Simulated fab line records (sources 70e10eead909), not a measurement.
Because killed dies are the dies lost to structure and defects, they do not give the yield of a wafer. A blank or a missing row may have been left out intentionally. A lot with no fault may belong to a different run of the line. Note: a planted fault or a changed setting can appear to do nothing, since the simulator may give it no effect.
Matching of chambers + flow nand-harc + cmp-04 running NHARC_THIN_TSV_CMP_01: 4 sister chambers
The step polishes. 8 wafers are shown with their chamber, then 10 later ones without.

EACH WAFER AND ITS CHAMBER
| wafer  | chamber | motor-current-A (A) | retaining-ring-pressure-frac |
|--------|---------|---------------------|------------------------------|
| L085.6 | 3       | 12.0                | 1.000                        |
| L088.3 | 2       | 10.9                | 0.996                        |
| L088.5 | 0       | 14.7                | 1.001                        |
| L089.2 | 1       | 13.7                | 0.999                        |
| L089.4 | 3       | 11.9                | 0.996                        |
| L089.6 | 1       | 13.4                | 0.993                        |
| L091.1 | 0       | 15.6                | 1.002                        |
| L091.2 | 2       | 11.3                | 0.998                        |

WAFERS MISSING THEIR CHAMBER
| wafer  | motor-current-A (A) | retaining-ring-pressure-frac |
|--------|---------------------|------------------------------|
| L091.5 | 11.3                | 0.997                        |
| L092.1 | 15.3                | 0.999                        |
| L092.3 | 11.0                | 1.001                        |
| L092.6 | 11.2                | 1.003                        |
| L094.1 | 11.7                | 1.000                        |
| L094.4 | 10.8                | 1.013                        |
| L094.5 | 15.1                | 1.009                        |
| L095.1 | 10.7                | 1.000                        |
| L095.3 | 13.9                | 0.999                        |
| L095.6 | 14.8                | 1.004                        |

WHICH CHAMBER EACH ONE RAN IN
| wafer  | from the rows above     | in truth |
|--------|-------------------------|----------|
| L091.5 | can't be placed: 2 or 3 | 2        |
| L092.1 | 0                       | 0        |
| L092.3 | can't be placed: 2 or 3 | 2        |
| L092.6 | can't be placed: 2 or 3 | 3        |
| L094.1 | can't be placed: 3 or 2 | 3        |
| L094.4 | can't be placed: 2 or 3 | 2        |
| L094.5 | 0                       | 0        |
| L095.1 | can't be placed: 2 or 3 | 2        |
| L095.3 | 1                       | 1        |
| L095.6 | 0                       | 0        |
Placed correctly: 4 of 10. Cannot be placed on the basis of these rows: 6; the candidates contain the true chamber in 6. 0 placed wrongly.
How it was worked out, from the rows above alone: a wafer's distance from a chamber is the root of the sum, over the readings, of the square of ((its reading less the chamber's mean) divided by the reading's scatter). If the next closest chamber is less than 2 further off than the closest, the wafer can't be placed; otherwise it belongs to the closest. Each chamber's mean is taken over the wafers shown for it. The scatter: the root of (the sum of the squares of (reading less its chamber's mean) over the shown wafers, divided by (wafers less chambers)).
